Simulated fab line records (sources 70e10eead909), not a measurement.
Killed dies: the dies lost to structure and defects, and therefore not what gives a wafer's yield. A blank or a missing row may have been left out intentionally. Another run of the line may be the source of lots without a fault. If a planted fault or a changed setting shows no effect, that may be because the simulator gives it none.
Matching of chambers / flow nandHarc / NHARC_P_M1_DEP_33 on pecvd-03: 3 sister chambers
The step deposits SiCN, target thk 30 nm. 6 wafers are shown with their chamber, then 8 later ones without.

## WAFERS WITH THEIR CHAMBER
wafer=L083.1; chamber=2; heaterPowerW (W)=495; heaterPowerOuterW (W)=266
wafer=L084.6; chamber=0; heaterPowerW (W)=581; heaterPowerOuterW (W)=326
wafer=L086.1; chamber=2; heaterPowerW (W)=538; heaterPowerOuterW (W)=319
wafer=L086.2; chamber=1; heaterPowerW (W)=469; heaterPowerOuterW (W)=243
wafer=L086.4; chamber=1; heaterPowerW (W)=460; heaterPowerOuterW (W)=241
wafer=L090.1; chamber=0; heaterPowerW (W)=617; heaterPowerOuterW (W)=355

## WAFERS MISSING THEIR CHAMBER
wafer=L090.2; heaterPowerW (W)=557; heaterPowerOuterW (W)=305
wafer=L090.6; heaterPowerW (W)=538; heaterPowerOuterW (W)=304
wafer=L093.2; heaterPowerW (W)=577; heaterPowerOuterW (W)=339
wafer=L093.5; heaterPowerW (W)=589; heaterPowerOuterW (W)=345
wafer=L093.6; heaterPowerW (W)=539; heaterPowerOuterW (W)=301
wafer=L097.4; heaterPowerW (W)=478; heaterPowerOuterW (W)=265
wafer=L097.5; heaterPowerW (W)=555; heaterPowerOuterW (W)=316
wafer=L097.6; heaterPowerW (W)=612; heaterPowerOuterW (W)=357

## WHICH CHAMBER EACH ONE RAN IN
wafer=L090.2; from the rows above=can't be placed: 2 or 0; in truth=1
wafer=L090.6; from the rows above=can't be placed: 2 or 0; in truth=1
wafer=L093.2; from the rows above=0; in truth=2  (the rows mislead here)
wafer=L093.5; from the rows above=0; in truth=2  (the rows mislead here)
wafer=L093.6; from the rows above=2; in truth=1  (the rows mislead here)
wafer=L097.4; from the rows above=can't be placed: 1 or 2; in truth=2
wafer=L097.5; from the rows above=can't be placed: 2 or 0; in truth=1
wafer=L097.6; from the rows above=0; in truth=0
Correct placement for 1 of the 8. Unplaceable from these rows: 4, with the true chamber sitting among the candidates in 1. Wrongly placed: 3.
How it was worked out, from the rows above alone: a wafer's distance from a chamber is the root of the sum, over the readings, of the square of ((its reading less the chamber's mean) divided by the reading's scatter). If the next closest chamber is less than 2 further off than the closest, the wafer can't be placed; otherwise it belongs to the closest. For every chamber, the mean is computed from those of its wafers that are shown. The scatter is the square root of a quotient: the sum, over the shown wafers, of each reading's squared deviation from its chamber's mean, divided by wafers minus chambers.
